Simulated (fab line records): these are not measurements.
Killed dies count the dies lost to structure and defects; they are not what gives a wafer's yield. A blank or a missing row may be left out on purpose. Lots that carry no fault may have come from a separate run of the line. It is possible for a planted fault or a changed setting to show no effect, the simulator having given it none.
Matching of chambers ; flow nand harc ; 4 sister chambers for NHARC_P_ZERO_WELL_DESCUM_39 on rie diel-08
The step chemistry O2, time 3 s. 4 wafers are shown with their chamber, then 9 later ones without.

== EACH WAFER AND ITS CHAMBER ==
wafer;chamber;drypump motor current A (A)
L087.1;2;5.6
L087.4;3;4.8
L093.3;1;5.6
L093.5;0;5.6

== WAFERS MISSING THEIR CHAMBER ==
wafer;drypump motor current A (A)
L094.2;5.6
L094.4;5.5
L094.6;4.9
L095.2;4.9
L095.4;5.6
L095.5;4.8
L096.4;4.9
L096.5;5.6
L096.6;5.6

== EACH ONE'S CHAMBER ==
wafer;from the rows above;in truth
L094.2;can't be placed: 0 or 1 or 2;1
L094.4;can't be placed: 0 or 1 or 2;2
L094.6;3;3
L095.2;3;3
L095.4;can't be placed: 0 or 1 or 2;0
L095.5;3;3
L096.4;3;3
L096.5;can't be placed: 0 or 1 or 2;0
L096.6;can't be placed: 0 or 1 or 2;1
Placed correctly: 4 of 9. Can't be placed from these rows: 5 (the true chamber is among the candidates in 5). Wrongly placed: 0.
How it was worked out, from the rows above alone: a wafer's distance from a chamber is the root of the sum, over the readings, of the square of ((its reading less the chamber's mean) divided by the reading's scatter). If the next closest chamber is less than 2 further off than the closest, the wafer can't be placed; otherwise it belongs to the closest. For every chamber, the mean is computed from those of its wafers that are shown. The scatter: root of mean squared gap, hidden wafer to nearest shown wafer, with one shown wafer a chamber.
